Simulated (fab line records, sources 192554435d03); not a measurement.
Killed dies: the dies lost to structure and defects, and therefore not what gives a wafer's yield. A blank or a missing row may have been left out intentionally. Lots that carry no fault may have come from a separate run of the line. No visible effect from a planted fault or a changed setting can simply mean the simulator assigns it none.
Matching of chambers + flow n5Finfet + N5_BEOL_M12_ETCH_67 on rieDiel-05: 4 sister chambers
The step etches SiARC in CF4, target depth 143 nm, time 238.3 s. 16 wafers are shown with their chamber, then 8 later ones without.

== WAFERS WITH THEIR CHAMBER ==
| wafer  | chamber | throttleValvePct (%) | drypumpMotorCurrentA (A) | showerheadPlenumPTorr (Torr) |
|--------|---------|----------------------|--------------------------|------------------------------|
| L079.1 | 0       | 15.19                | 5.5                      | 2.23                         |
| L079.4 | 0       | 15.19                | 5.5                      | 2.23                         |
| L079.6 | 1       | 16.19                | 5.5                      | 2.13                         |
| L080.2 | 0       | 15.21                | 5.6                      | 2.23                         |
| L080.3 | 3       | 15.81                | 5.6                      | 2.13                         |
| L080.6 | 1       | 16.21                | 5.5                      | 2.13                         |
| L082.1 | 0       | 15.23                | 5.5                      | 2.22                         |
| L082.2 | 1       | 16.21                | 5.5                      | 2.13                         |
| L082.4 | 2       | 15.33                | 6.2                      | 2.18                         |
| L083.1 | 1       | 16.22                | 5.5                      | 2.13                         |
| L083.3 | 3       | 15.81                | 5.6                      | 2.12                         |
| L083.6 | 1       | 16.21                | 5.5                      | 2.13                         |
| L087.2 | 3       | 15.83                | 5.6                      | 2.12                         |
| L087.5 | 0       | 15.27                | 5.5                      | 2.22                         |
| L087.6 | 2       | 15.33                | 6.2                      | 2.17                         |
| L085.4 | 2       | 15.34                | 6.2                      | 2.17                         |

SIGNATURES, as means of the wafers listed above
| reading               | chamber 0 | chamber 1 | chamber 2 | chamber 3 | scatter within a chamber |
|-----------------------|-----------|-----------|-----------|-----------|--------------------------|
| throttleValvePct      | 15.2180   | 16.2080   | 15.3333   | 15.8167   | 0.021                    |
| drypumpMotorCurrentA  | 5.520     | 5.500     | 6.200     | 5.600     | 0.0258                   |
| showerheadPlenumPTorr | 2.2260    | 2.1300    | 2.1733    | 2.1233    | 0.00459                  |
Rule: distance of a wafer from a chamber = root of the sum over the readings of ((wafer's reading minus chamber's mean) / reading's scatter) squared. If the next closest chamber is less than 2 further off than the closest, the wafer can't be placed; otherwise it belongs to the closest. How the scatter is found: for the shown wafers, subtract from each reading the mean of its chamber, square and add these, divide the total by (wafers less chambers), then take the root.

== WAFERS MISSING THEIR CHAMBER ==
| wafer  | throttleValvePct (%) | drypumpMotorCurrentA (A) | showerheadPlenumPTorr (Torr) |
|--------|----------------------|--------------------------|------------------------------|
| L085.5 | 15.26                | 5.6                      | 2.22                         |
| L085.6 | 15.83                | 5.6                      | 2.12                         |
| L086.1 | 15.24                | 5.5                      | 2.22                         |
| L086.3 | 15.83                | 5.6                      | 2.12                         |
| L086.4 | 15.26                | 5.5                      | 2.22                         |
| L095.2 | 15.37                | 6.2                      | 2.17                         |
| L095.3 | 15.88                | 5.6                      | 2.11                         |
| L095.5 | 15.88                | 5.6                      | 2.11                         |

== CHAMBER TAKEN BY EACH ==
| wafer  | from the rows above | in truth |
|--------|---------------------|----------|
| L085.5 | 0                   | 0        |
| L085.6 | 3                   | 3        |
| L086.1 | 0                   | 0        |
| L086.3 | 3                   | 3        |
| L086.4 | 0                   | 0        |
| L095.2 | 2                   | 2        |
| L095.3 | 3                   | 3        |
| L095.5 | 3                   | 3        |
Correctly placed: 8 of 8. Can't be placed from these rows: 0. Placed wrongly: 0.
